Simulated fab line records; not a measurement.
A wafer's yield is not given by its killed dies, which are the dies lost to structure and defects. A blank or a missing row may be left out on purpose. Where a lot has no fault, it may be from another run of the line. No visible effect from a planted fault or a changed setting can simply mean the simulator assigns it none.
Matching of chambers	flow n5 finfet	4 sister chambers for N5_BEOL_M5_STRIP_64 on rie diel-05
The step strips in CF4. 8 wafers are shown with their chamber, then 8 later ones without.

== WAFERS WITH THEIR CHAMBER ==
wafer	chamber	drypump motor current A (A)	oes product au (a.u.)
L079.1	3	6.2	0.77
L086.2	1	6.3	0.68
L088.1	0	6.1	0.79
L088.2	3	6.1	0.76
L089.2	1	6.3	0.68
L089.3	2	5.3	0.70
L089.5	2	5.3	0.70
L091.3	0	6.1	0.79

== WAFERS MISSING THEIR CHAMBER ==
wafer	drypump motor current A (A)	oes product au (a.u.)
L091.4	5.3	0.69
L091.6	6.3	0.67
L092.1	6.1	0.75
L092.2	5.3	0.70
L092.5	5.3	0.69
L097.1	5.3	0.68
L097.3	6.2	0.74
L097.5	6.4	0.95

== CHAMBER TAKEN BY EACH ==
wafer	from the rows above	in truth
L091.4	2	2
L091.6	1	1
L092.1	3	3
L092.2	2	2
L092.5	2	2
L097.1	2	2
L097.3	3	3
L097.5	0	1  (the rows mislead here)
Correct placement for 7 of the 8. Number that these rows cannot place: 0. Number placed wrongly: 1.
How it was worked out, from the rows above alone: a wafer's distance from a chamber is the root of the sum, over the readings, of the square of ((its reading less the chamber's mean) divided by the reading's scatter). If the next closest chamber is less than 2 further off than the closest, the wafer can't be placed; otherwise it belongs to the closest. Each chamber's mean is taken over the wafers shown for it. The scatter: the root of (the sum of the squares of (reading less its chamber's mean) over the shown wafers, divided by (wafers less chambers)).
